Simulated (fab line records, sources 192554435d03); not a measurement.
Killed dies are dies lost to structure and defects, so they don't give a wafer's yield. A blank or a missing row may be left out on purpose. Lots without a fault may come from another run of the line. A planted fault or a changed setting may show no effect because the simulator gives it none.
Chamber matching | flow n5_finfet | N5_BEOL_M11_CURE_72 on uv_cure-03: 3 sister chambers
The step cures SiCOH lowk, time 120 s. 6 wafers are shown with their chamber, then 8 later ones without.

WAFERS WITH THEIR CHAMBER
wafer  | chamber | wafer_temp_C_max | lamp_power_pct (%)
L077.3 | 2       | 370.8            | 52.25
L077.6 | 2       | 371.0            | 52.34
L082.3 | 0       | 372.0            | 52.43
L082.6 | 0       | 371.4            | 52.28
L087.3 | 1       | 371.7            | 52.32
L089.2 | 1       | 371.8            | 52.22

WAFERS WITHOUT THEIR CHAMBER
wafer  | wafer_temp_C_max | lamp_power_pct (%)
L089.5 | 372.6            | 52.33
L089.6 | 372.1            | 52.34
L092.2 | 371.5            | 52.39
L092.4 | 371.8            | 52.39
L092.5 | 372.5            | 52.26
L094.2 | 371.5            | 52.35
L094.4 | 371.7            | 52.36
L094.6 | 371.6            | 52.30

WHICH CHAMBER EACH WENT THROUGH
wafer  | from the rows above          | in truth
L089.5 | can't be placed: 1 or 0      | 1
L089.6 | can't be placed: 0 or 1      | 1
L092.2 | can't be placed: 0 or 1 or 2 | 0
L092.4 | can't be placed: 0 or 1      | 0
L092.5 | can't be placed: 1 or 0      | 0
L094.2 | can't be placed: 0 or 1 or 2 | 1
L094.4 | can't be placed: 0 or 1      | 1
L094.6 | can't be placed: 1 or 0 or 2 | 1
Placed correctly: 0 of 8. Can't be placed from these rows: 8 (the true chamber is among the candidates in 8). Placed wrongly: 0.
How it was worked out, from the rows above alone: a wafer's distance from a chamber is the root of the sum, over the readings, of the square of ((its reading less the chamber's mean) divided by the reading's scatter). The wafer belongs to the nearest chamber; if the next one is less than 2 further off, it can't be placed. A chamber's mean is the mean of its shown wafers. The scatter: the root of (the sum of the squares of (reading less its chamber's mean) over the shown wafers, divided by (wafers less chambers)).
